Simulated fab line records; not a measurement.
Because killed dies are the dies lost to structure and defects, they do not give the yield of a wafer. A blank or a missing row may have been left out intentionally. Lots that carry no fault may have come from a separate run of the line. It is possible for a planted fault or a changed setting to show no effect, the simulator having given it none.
Matching of chambers    flow n5Finfet    N5_HKMG_FIN_ETCH_67 on rieDiel-02 has 4 sister chambers
The step etches SOC in N2/H2, stops on TiN, target depth 388.9 nm. 8 wafers are shown with their chamber, then 9 later ones without.

== WAFERS, EACH WITH ITS CHAMBER ==
wafer   chamber  showerheadPlenumPTorr (Torr)  throttleValvePct (%)
L078.3  0        2.44                          17.71
L079.1  0        2.43                          17.71
L081.2  2        2.53                          18.11
L081.4  3        2.53                          17.78
L081.6  3        2.53                          17.79
L083.1  2        2.53                          18.11
L083.3  1        2.62                          18.08
L083.6  1        2.62                          18.08

== WAFERS WHOSE CHAMBER IS MISSING ==
wafer   showerheadPlenumPTorr (Torr)  throttleValvePct (%)
L085.4  2.43                          17.74
L085.5  2.53                          18.12
L085.6  2.53                          17.79
L092.2  2.52                          18.17
L092.4  2.62                          17.64
L092.6  2.62                          17.63
L094.1  2.62                          17.64
L094.2  2.52                          17.82
L094.3  2.42                          17.75

== CHAMBER TAKEN BY EACH ==
wafer    from the rows above   in truth
L085.4   0                     0
L085.5   2                     2
L085.6   3                     3
L092.2   2                     2
L092.4   3                     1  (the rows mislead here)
L092.6   3                     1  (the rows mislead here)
L094.1   3                     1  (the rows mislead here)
L094.2   3                     3
L094.3   0                     0
Correctly placed: 6 of 9. Can't be placed from these rows: 0. Placed wrongly: 3.
How it was worked out, from the rows above alone: a wafer's distance from a chamber is the root of the sum, over the readings, of the square of ((its reading less the chamber's mean) divided by the reading's scatter). The wafer belongs to the nearest chamber; if the next one is less than 2 further off, it can't be placed. For every chamber, the mean is computed from those of its wafers that are shown. How the scatter is found: for the shown wafers, subtract from each reading the mean of its chamber, square and add these, divide the total by (wafers less chambers), then take the root.
